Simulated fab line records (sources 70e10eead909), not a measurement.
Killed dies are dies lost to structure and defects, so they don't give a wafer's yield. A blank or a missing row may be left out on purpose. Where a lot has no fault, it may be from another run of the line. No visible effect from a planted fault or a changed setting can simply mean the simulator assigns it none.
Which tool did it?	flow nand_harc	13 lots with 39 wafers sampled at 5 steps, on a route of 1159 steps

## WHAT EACH GAUGE READ, for each wafer
NHARC_END_SORT_01. Usual: killed_at_array 27, standard deviation 10; killed_at_other 0.6, standard deviation 0.83; killed_at_periphery 2.4, standard deviation 1.8; killed_dies 30, standard deviation 10; killed_open 3.3, standard deviation 1.7; killed_short 1.8, standard deviation 1.4.
lot	measured	on	killed_at_array	killed_at_other	killed_at_periphery	killed_dies	killed_open	killed_short	flag
L789	day 21 14:16	prober-02	9	2	4	15	2	0	
L795	day 22 06:43	prober-02	32	0	2	34	3	2	
L798	day 22 18:57	prober-01	126 73 130	0 0 0	0 0 0	126 73 130	0 2 1	2 5 3	OFF
L801	day 24 01:17	prober-01	141 100 83	0 1 0	1 1 3	142 102 86	2 4 4	3 1 2	OFF

## EACH LOT AND THE TOOL THAT RAN IT (in order: tool; ch and the chambers of the sampled wafers; start)
lot	NHARC_A_CHANNEL_FILL_D1_PRECLEAN_00	NHARC_THIN_TSV_DEP_47	NHARC_THIN_TSV_STRIP_62	NHARC_THIN_TSV_DESCUM_35
L783	wet_bench-02 ch 1,5,6, day 8 10:55	pecvd-04 ch 0,1,2, day 18 14:59	plasma_asher-01 ch 0,1, day 18 15:43	rie_diel-03 ch 0,3, day 18 19:10
L782	wet_bench-05 ch 0,5,6, day 8 13:48	pecvd-03 ch 0,1,2, day 19 01:19	plasma_asher-02 ch 0,1, day 19 02:05	rie_diel-01 ch 1,2, day 19 05:28
L786	wet_bench-06 ch 1,4,5, day 9 15:17	pecvd-01 ch 0, day 19 17:43	plasma_asher-01 ch 0,1, day 19 18:38	rie_diel-01 ch 2,3, day 19 22:08
L787	wet_bench-02 ch 2,5,6, day 10 00:20	pecvd-04 ch 0,1,2, day 20 01:26	plasma_asher-02 ch 0,1, day 20 02:50	rie_diel-09 ch 0,2,3, day 20 06:10
L788	wet_bench-02 ch 0,1,2, day 10 00:49	pecvd-04 ch 0,2, day 19 23:27	plasma_asher-02 ch 0,1, day 20 00:49	rie_diel-09 ch 1,3, day 20 04:21
L791	wet_bench-02 ch 0,4,7, day 10 07:40	pecvd-04 ch 0,1,2, day 20 10:59	plasma_asher-01 ch 0,1, day 20 11:49	rie_diel-09 ch 0,2,3, day 20 15:16
L789	wet_bench-05 ch 0,4,7, day 10 11:40	pecvd-01 ch 0,1, day 20 20:43	plasma_asher-01 ch 0,1, day 20 21:27	rie_diel-09 ch 2,3, day 21 00:50
L792	wet_bench-06 ch 2,4,6, day 10 23:29	pecvd-01 ch 0,1,2, day 21 06:54	plasma_asher-01 ch 0,1, day 21 07:40	rie_diel-09 ch 0,1,2, day 21 11:08
L793	wet_bench-06 ch 1,2,3, day 11 01:21	pecvd-04 ch 0,2, day 20 21:54	plasma_asher-01 ch 0,1, day 20 22:44	rie_diel-03 ch 0,1,2, day 21 02:15
L795	wet_bench-02 ch 0,2,7, day 12 02:29	pecvd-04 ch 0,1,2, day 21 12:46	plasma_asher-01 ch 0,1, day 21 13:35	rie_diel-03 ch 1,2, day 21 17:02
L798	wet_bench-02 ch 3,5,6, day 12 09:07	pecvd-04 ch 1,2, day 22 02:20	plasma_asher-01 ch 0,1, day 22 03:21	rie_diel-03 ch 0,1,2, day 22 06:58
L800	wet_bench-06 ch 0,1,3, day 13 00:21	pecvd-04 ch 1,2, day 23 03:23	plasma_asher-02 ch 0, day 23 04:07	rie_diel-03 ch 1,2,3, day 23 07:27
L801	wet_bench-02 ch 1,2,5, day 13 04:32	pecvd-01 ch 0,2, day 23 05:44	plasma_asher-01 ch 0,1, day 23 06:43	rie_diel-01 ch 0,2, day 23 10:09
- NHARC_A_CHANNEL_FILL_D1_PRECLEAN_00: cleans in SC1.
- NHARC_THIN_TSV_DEP_47: deposits SiO2, target thk 200 nm.
- NHARC_THIN_TSV_STRIP_62: strips in N2/H2, time 20 s.
- NHARC_THIN_TSV_DESCUM_35: chemistry O2, time 3 s.

## WHAT THE TOOLS THEMSELVES READ (means of the sampled wafers that have a number; where no wafer has one, the mark that the record gives instead)
NHARC_THIN_TSV_DEP_47. Usual: chamber_pressure_Torr 6.500 Torr, standard deviation 0.015; throttle_valve_pct 16.1 %, standard deviation 0.68.
lot	tool	chamber_pressure_Torr (Torr)	throttle_valve_pct (%)	flag
L783	pecvd-04	6.494	16.2	
L782	pecvd-03	6.494	16.1	
L786	pecvd-01	6.488	15.8	
L787	pecvd-04	6.500	15.9	
L788	pecvd-04	6.498	15.5	
L791	pecvd-04	6.498	16.0	
L789	pecvd-01	6.500	16.3	
L792	pecvd-01	6.494	16.0	
L793	pecvd-04	6.493	15.3	
L795	pecvd-04	6.510	16.0	
L798	pecvd-04	6.501	16.0	
L800	pecvd-04	6.506	15.9	
L801	pecvd-01	6.490	15.4	

NHARC_THIN_TSV_STRIP_62. Usual: drypump_motor_current_A 5.65 A, standard deviation 0.26; heater_power_w 315 W, standard deviation 25.
lot	tool	drypump_motor_current_A (A)	heater_power_w (W)	flag
L783	plasma_asher-01	5.65	327	
L782	plasma_asher-02	5.83	325	
L786	plasma_asher-01	5.61	304	
L787	plasma_asher-02	5.57	339	
L788	plasma_asher-02	5.57	334	
L791	plasma_asher-01	5.58	301	
L789	plasma_asher-01	5.58	294	
L792	plasma_asher-01	5.66	314	
L793	plasma_asher-01	5.65	317	
L795	plasma_asher-01	5.60	297	
L798	plasma_asher-01	5.59	298	
L800	plasma_asher-02	5.29	337	
L801	plasma_asher-01	5.67	317	

NHARC_THIN_TSV_DESCUM_35. Usual: drypump_motor_current_A 5.8 A, standard deviation 0.6; oes_product_au 1.005 a.u., standard deviation 0.012; rf_vpp_V 58.0 V, standard deviation 0.93; showerhead_plenum_p_Torr 1.95 Torr, standard deviation 0.077; throttle_valve_pct 11.310 %, standard deviation 0.0096.
lot	tool	drypump_motor_current_A (A)	oes_product_au (a.u.)	rf_vpp_V (V)	showerhead_plenum_p_Torr (Torr)	throttle_valve_pct (%)	flag
L783	rie_diel-03	5.1	1.000	57.1	1.93	11.312	
L782	rie_diel-01	5.5	1.002	57.9	1.89	11.313	
L786	rie_diel-01	5.8	0.988	57.7	1.87	11.301	
L787	rie_diel-09	6.0	1.000	58.4	2.02	11.312	
L788	rie_diel-09	6.5	1.002	58.2	2.01	11.304	
L791	rie_diel-09	6.0	1.002	58.4	2.02	11.309	
L789	rie_diel-09	6.2	1.014	58.5	2.04	11.306	
L792	rie_diel-09	6.3	1.008	58.2	2.00	11.310	
L793	rie_diel-03	5.7	1.005	58.3	1.95	11.301	
L795	rie_diel-03	6.3	1.008	57.0	1.92	11.317	
L798	rie_diel-03	5.6	1.001	57.9	1.95	11.308	
L800	rie_diel-03	5.8	1.007	58.0	1.94	11.307	
L801	rie_diel-01	5.9	1.010	57.3	1.82	11.307	

## THE ANSWER, worked out from the rows above alone
Rule: a lot is off if the mean of its wafers that have a number lies more than 3 standard deviations from the usual mean. Also off: a lot with no number at a reading for which 4 or more lots have one. Where the step has rows for the other lots, those lots are counted as sound. Order of review: gauges by route order, followed by the tools' own readings, for which a lot's mean as printed above is used. The first step at which some lot is off is used, and at that step the reading that is off furthest; a lot without a number counts as furthest.
Off: L798, L801 (NHARC_END_SORT_01, killed_at_array). Neither off nor sound, because the step has no rows for them: L783, L782, L786, L787, L788, L791, L792, L793, L800.
A tool fits if, at a process step before that reading, it ran every lot that is off, and no sound lot after the first of them. Those tools and the gauges at NHARC_END_SORT_01 are tried in the same way. Can't be told from this: 3 tools fit, wet_bench-02 at NHARC_A_CHANNEL_FILL_D1_PRECLEAN_00, plasma_asher-01 at NHARC_THIN_TSV_STRIP_62, prober-01 at NHARC_END_SORT_01.

## WHAT THE SIMULATOR PUT IN
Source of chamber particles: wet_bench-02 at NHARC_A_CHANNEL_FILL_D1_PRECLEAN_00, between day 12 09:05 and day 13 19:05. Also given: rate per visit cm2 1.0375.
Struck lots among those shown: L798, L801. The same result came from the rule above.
